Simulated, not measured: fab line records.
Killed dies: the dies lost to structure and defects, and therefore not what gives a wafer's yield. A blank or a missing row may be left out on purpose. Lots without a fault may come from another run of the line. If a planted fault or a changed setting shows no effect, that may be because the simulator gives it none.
Chamber matching | flow n5Finfet | 3 sister chambers for N5_BEOL_M9_CURE_72 on uvCure-02
The step cures SiCOH lowk, time 120 s. 6 wafers are shown with their chamber, then 10 later ones without.

WAFERS PAIRED WITH THEIR CHAMBERS
wafer  | chamber | wafer_temp_C_max | lampPowerPct (%)
L078.4 | 0       | 372.3            | 52.37
L078.5 | 0       | 371.1            | 52.31
L084.5 | 1       | 371.4            | 52.43
L084.6 | 1       | 372.0            | 52.29
L094.1 | 2       | 372.0            | 52.38
L094.2 | 2       | 371.6            | 52.26

WAFERS WITHOUT THEIR CHAMBER
wafer  | wafer_temp_C_max | lampPowerPct (%)
L094.6 | 372.3            | 52.34
L094.3 | 372.8            | 52.30
L094.4 | 372.1            | 52.28
L094.5 | 372.3            | 52.25
L096.1 | 371.4            | 52.26
L096.2 | 371.7            | 52.30
L096.4 | 371.6            | 52.33
L096.3 | 371.6            | 52.40
L096.5 | 372.0            | 52.35
L096.6 | 372.2            | 52.32

WHICH CHAMBER EACH WENT THROUGH
wafer  | from the rows above          | in truth
L094.6 | can't be placed: 2 or 0 or 1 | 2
L094.3 | can't be placed: 2 or 0 or 1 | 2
L094.4 | can't be placed: 2 or 0 or 1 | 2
L094.5 | can't be placed: 2 or 0 or 1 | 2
L096.1 | can't be placed: 2 or 0 or 1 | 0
L096.2 | can't be placed: 2 or 0 or 1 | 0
L096.4 | can't be placed: 0 or 2 or 1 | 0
L096.3 | can't be placed: 1 or 0 or 2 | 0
L096.5 | can't be placed: 2 or 0 or 1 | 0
L096.6 | can't be placed: 2 or 0 or 1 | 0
Placed correctly: 0 of 10. Can't be placed from these rows: 10 (the true chamber is among the candidates in 10). 0 placed wrongly.
How it was worked out, from the rows above alone: a wafer's distance from a chamber is the root of the sum, over the readings, of the square of ((its reading less the chamber's mean) divided by the reading's scatter). If the next closest chamber is less than 2 further off than the closest, the wafer can't be placed; otherwise it belongs to the closest. A chamber's mean is the mean of its shown wafers. The scatter is the square root of a quotient: the sum, over the shown wafers, of each reading's squared deviation from its chamber's mean, divided by wafers minus chambers.
